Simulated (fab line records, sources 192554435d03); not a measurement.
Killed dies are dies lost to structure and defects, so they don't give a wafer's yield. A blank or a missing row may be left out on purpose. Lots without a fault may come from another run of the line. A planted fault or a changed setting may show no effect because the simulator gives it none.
Chamber matching | flow n5_finfet | N5_BEOL_M0_CUTY_DESCUM_61 on rie_diel-01: 4 sister chambers
The step chemistry O2, time 7.9 s. 24 wafers are shown with their chamber, then 12 later ones without.

WAFERS WITH THEIR CHAMBER
wafer  | chamber | drypump_motor_current_A (A) | throttle_valve_pct (%) | oes_product_au (a.u.)
L074.2 | 3       | 5.2                         | 20.46                  | 0.68
L074.4 | 1       | 5.0                         | 20.25                  | 0.76
L074.6 | 3       | 5.2                         | 20.46                  | 0.69
L075.1 | 1       | 5.0                         | 20.26                  | 0.75
L075.4 | 0       | 4.9                         | 20.56                  | 0.83
L075.6 | 3       | 5.2                         | 20.45                  | 0.68
L080.2 | 2       | 6.4                         | 19.94                  | 0.86
L080.3 | 3       | 5.2                         | 20.48                  | 0.68
L080.6 | 1       | 5.1                         | 20.25                  | 0.75
L081.3 | 1       | 5.1                         | 20.27                  | 0.74
L081.5 | 0       | 4.9                         | 20.59                  | 0.81
L081.6 | 1       | 5.1                         | 20.26                  | 0.74
L082.4 | 3       | 5.2                         | 20.47                  | 0.67
L082.5 | 3       | 5.2                         | 20.47                  | 0.68
L082.6 | 2       | 6.4                         | 19.97                  | 0.84
L085.2 | 0       | 4.9                         | 20.60                  | 0.81
L085.3 | 2       | 6.4                         | 19.96                  | 0.84
L085.5 | 2       | 6.4                         | 19.97                  | 0.83
L084.3 | 1       | 5.1                         | 20.28                  | 0.74
L084.4 | 2       | 6.4                         | 19.98                  | 0.84
L084.5 | 1       | 5.1                         | 20.27                  | 0.73
L086.1 | 2       | 6.4                         | 19.97                  | 0.83
L086.3 | 0       | 4.9                         | 20.61                  | 0.80
L086.5 | 2       | 6.4                         | 19.97                  | 0.85

SIGNATURES (means of the wafers above)
reading                 | chamber 0 | chamber 1 | chamber 2 | chamber 3 | scatter within a chamber
drypump_motor_current_A | 4.900     | 5.071     | 6.400     | 5.200     | 0.0267
throttle_valve_pct      | 20.5900   | 20.2629   | 19.9657   | 20.4650   | 0.0135
oes_product_au          | 0.8125    | 0.7443    | 0.8414    | 0.6800    | 0.00983
Rule: a wafer's distance from a chamber is the root of the sum, over the readings, of the square of ((its reading less the chamber's mean) divided by the reading's scatter). The wafer belongs to the nearest chamber; if the next one is less than 2 further off, it can't be placed. The scatter: the root of (the sum of the squares of (reading less its chamber's mean) over the shown wafers, divided by (wafers less chambers)).

WAFERS WITHOUT THEIR CHAMBER
wafer  | drypump_motor_current_A (A) | throttle_valve_pct (%) | oes_product_au (a.u.)
L087.1 | 4.9                         | 20.62                  | 0.81
L087.3 | 5.1                         | 20.28                  | 0.74
L087.6 | 4.9                         | 20.61                  | 0.81
L090.1 | 5.2                         | 20.12                  | 0.97
L090.3 | 5.1                         | 20.31                  | 0.72
L090.5 | 5.2                         | 20.13                  | 0.97
L092.2 | 4.9                         | 20.64                  | 0.79
L092.3 | 5.1                         | 20.29                  | 0.73
L092.6 | 5.3                         | 20.11                  | 0.95
L096.1 | 5.3                         | 20.15                  | 0.93
L096.2 | 4.9                         | 20.65                  | 0.78
L096.5 | 6.4                         | 20.01                  | 0.81

WHICH CHAMBER EACH WENT THROUGH
wafer  | from the rows above | in truth
L087.1 | 0                   | 0
L087.3 | 1                   | 1
L087.6 | 0                   | 0
L090.1 | 1                   | 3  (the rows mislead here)
L090.3 | 1                   | 1
L090.5 | 1                   | 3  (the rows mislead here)
L092.2 | 0                   | 0
L092.3 | 1                   | 1
L092.6 | 1                   | 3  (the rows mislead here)
L096.1 | 1                   | 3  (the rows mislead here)
L096.2 | 0                   | 0
L096.5 | 2                   | 2
Placed correctly: 8 of 12. Can't be placed from these rows: 0. Placed wrongly: 4.
